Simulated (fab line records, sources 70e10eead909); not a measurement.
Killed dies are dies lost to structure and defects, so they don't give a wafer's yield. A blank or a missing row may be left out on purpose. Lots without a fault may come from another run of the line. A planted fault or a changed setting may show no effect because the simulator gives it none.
A struck lot beside a sound one | flow nand_harc | 14 steps out of a route of 1302
Sound: wafers L488.1, L488.3, L488.4. Struck: wafers L480.3, L480.5, L480.6. The cause comes at the end.
At each step with rows: each side's tool, then ch and its chambers, then its first start. Under that, the readings that differ: sound wafers | struck wafers | difference of the means | sigmas: that difference in standard deviations of wafers without a fault.
alike: readings whose means differ by less than 2 such deviations, and words and numbers that are the same on both sides. not compared: withheld readings, readings that some wafer has no value for, bounds like >300 that may hide the same value, and numbers for which the record gives no deviation and whose values overlap.
The two part at a step that has a row with sigmas, a row that says differs or no value, or rows on one side only. Numbers that don't overlap but have no deviation are shown without sigmas and don't part them. A reading that every wafer of one side lacks parts them only if that side has two wafers or more.

first, 8 steps without rows for these wafers: NHARC_A_BONDPAD_HMDS_02 (time 30 s); NHARC_A_BONDPAD_COAT_33 (time 65 s); NHARC_A_BONDPAD_COAT_03 (resist thk 600 nm); NHARC_A_BONDPAD_SOFTBAKE_04 (time 70 s); NHARC_A_BONDPAD_EBR_05; NHARC_A_BONDPAD_EXPOSE_06 (exposes mask A BPAD); NHARC_A_BONDPAD_PEB_07 (peb time 80 s); NHARC_A_BONDPAD_DEVELOP_08 (time 50 s).
NHARC_A_BONDPAD_CD_MEAS_09: target cd 500 nm.
  sound on cd_sem-01 ch 0, day 30 17:37; struck on cd_sem-01 ch 0, day 27 22:20
  alike: cd_nm
NHARC_A_BONDPAD_OVL_MEAS_35:
  sound on overlay-02, day 30 17:42; struck on overlay-01, day 27 22:25
  alike: overlay_x_nm, overlay_y_nm
then, 1 step without rows for these wafers: NHARC_A_BONDPAD_HARDBAKE_10 (time 65 s).
NHARC_A_BONDPAD_DESCUM_11: chemistry O2, time 3 s.
  sound on rie_diel-03 ch 0,1,3, day 30 17:49; struck on rie_diel-03 ch 1,3, day 27 22:34
  alike: drypump_motor_current_A, oes_product_au, rf_vpp_V, showerhead_plenum_p_Torr, throttle_valve_pct
  not compared: rf_hours_counter_h
NHARC_A_BONDPAD_ETCH_34: etches the open film in N2/H2, target depth 60 nm, overetch 18 nm, time 65.91 s.
  sound on rie_diel-03 ch 1,2,3, day 30 17:55; struck on rie_diel-03 ch 0,2,3, day 27 22:40
  no value came back on the struck wafers for any of 8 readings (bias_w (W), chamber_pressure_mTorr (mTorr) and others); on the sound wafers bias_w (W) reads 150.2 150.5 149.7
NHARC_A_BONDPAD_ETCH_12: etches the open film in CHF3/O2, target depth 220 nm, time 110 s.
  sound on rie_diel-03 ch 0,1,2; struck on rie_diel-03 ch 2,3, day 27 22:44
  alike: bias_w, chamber_pressure_mTorr, drypump_motor_current_A, oes_product_au, rf_vpp_V, showerhead_plenum_p_Torr, throttle_valve_pct
  not compared: rf_hours_counter_h

WHERE THEY PART
Only at NHARC_A_BONDPAD_ETCH_34, within this record. Later steps at which nothing parts them and some readings are alike: NHARC_A_BONDPAD_ETCH_12.

WHY: what the simulator had put in
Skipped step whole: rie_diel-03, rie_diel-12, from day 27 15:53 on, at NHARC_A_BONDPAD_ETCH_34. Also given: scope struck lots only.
